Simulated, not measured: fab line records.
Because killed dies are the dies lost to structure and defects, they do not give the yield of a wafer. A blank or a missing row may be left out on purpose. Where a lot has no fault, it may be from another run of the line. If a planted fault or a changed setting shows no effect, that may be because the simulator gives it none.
Chamber matching	flow n5Finfet	N5_BEOL_M11_VIA_ETCH_34 on rieDiel-05 has 4 sister chambers
The step etches SiCOH lowk in C4F6/O2, target depth 184.5 nm, time 69.2 s. 30 wafers are shown with their chamber, then 12 later ones without.

## WAFERS, EACH WITH ITS CHAMBER
wafer	chamber	showerheadPlenumPTorr (Torr)	drypumpMotorCurrentA (A)	rfVppV (V)
L074.2	3	2.93	5.8	680
L074.3	0	2.64	5.6	637
L074.4	1	2.98	6.1	661
L075.3	2	2.95	6.7	663
L075.5	0	2.64	5.6	634
L075.6	3	2.93	5.8	680
L077.1	0	2.64	5.6	635
L077.2	3	2.92	5.7	680
L077.3	1	2.97	6.1	662
L077.4	2	2.94	6.7	663
L077.5	0	2.64	5.6	636
L077.6	1	2.98	6.1	662
L080.1	1	2.98	6.1	662
L080.4	0	2.64	5.6	636
L080.5	2	2.94	6.8	662
L079.3	2	2.94	6.8	665
L079.5	0	2.64	5.6	636
L079.6	3	2.92	5.8	679
L088.1	0	2.63	5.6	638
L088.2	3	2.91	5.8	680
L088.3	2	2.94	6.7	663
L088.4	1	2.97	6.1	663
L088.5	2	2.94	6.8	664
L088.6	3	2.91	5.8	678
L090.1	0	2.63	5.6	636
L090.2	2	2.94	6.8	663
L090.3	3	2.91	5.8	680
L090.4	1	2.97	6.1	661
L090.5	1	2.97	6.1	661
L090.6	2	2.94	6.8	663

SIGNATURES (averages over the wafers above)
reading	chamber 0	chamber 1	chamber 2	chamber 3	scatter within a chamber
showerheadPlenumPTorr	2.6375	2.9743	2.9413	2.9186	0.00587
drypumpMotorCurrentA	5.600	6.100	6.763	5.786	0.0324
rfVppV	636.00	661.71	663.25	679.57	0.933
Rule: distance of a wafer from a chamber = root of the sum over the readings of ((wafer's reading minus chamber's mean) / reading's scatter) squared. If the next closest chamber is less than 2 further off than the closest, the wafer can't be placed; otherwise it belongs to the closest. The scatter: take each reading less its chamber's mean, square it, sum over the shown wafers, divide by the number of wafers less the number of chambers, and take the root.

## WAFERS WITH NO CHAMBER GIVEN
wafer	showerheadPlenumPTorr (Torr)	drypumpMotorCurrentA (A)	rfVppV (V)
L093.1	2.63	5.6	635
L093.5	2.63	5.6	637
L093.6	2.93	6.7	665
L094.2	2.63	5.6	635
L094.3	2.96	6.1	663
L094.5	2.63	5.6	636
L096.2	2.96	6.1	660
L096.3	2.93	6.7	665
L096.4	2.91	5.7	679
L097.2	2.63	5.6	635
L097.3	2.93	6.8	664
L097.6	2.91	5.8	678

## WHICH CHAMBER EACH ONE RAN IN
wafer	from the rows above	in truth
L093.1	0	0
L093.5	0	0
L093.6	2	2
L094.2	0	0
L094.3	1	1
L094.5	0	0
L096.2	1	1
L096.3	2	2
L096.4	3	3
L097.2	0	0
L097.3	2	2
L097.6	3	3
Correctly placed: 12 of 12. Number that these rows cannot place: 0. Placed wrongly: 0.
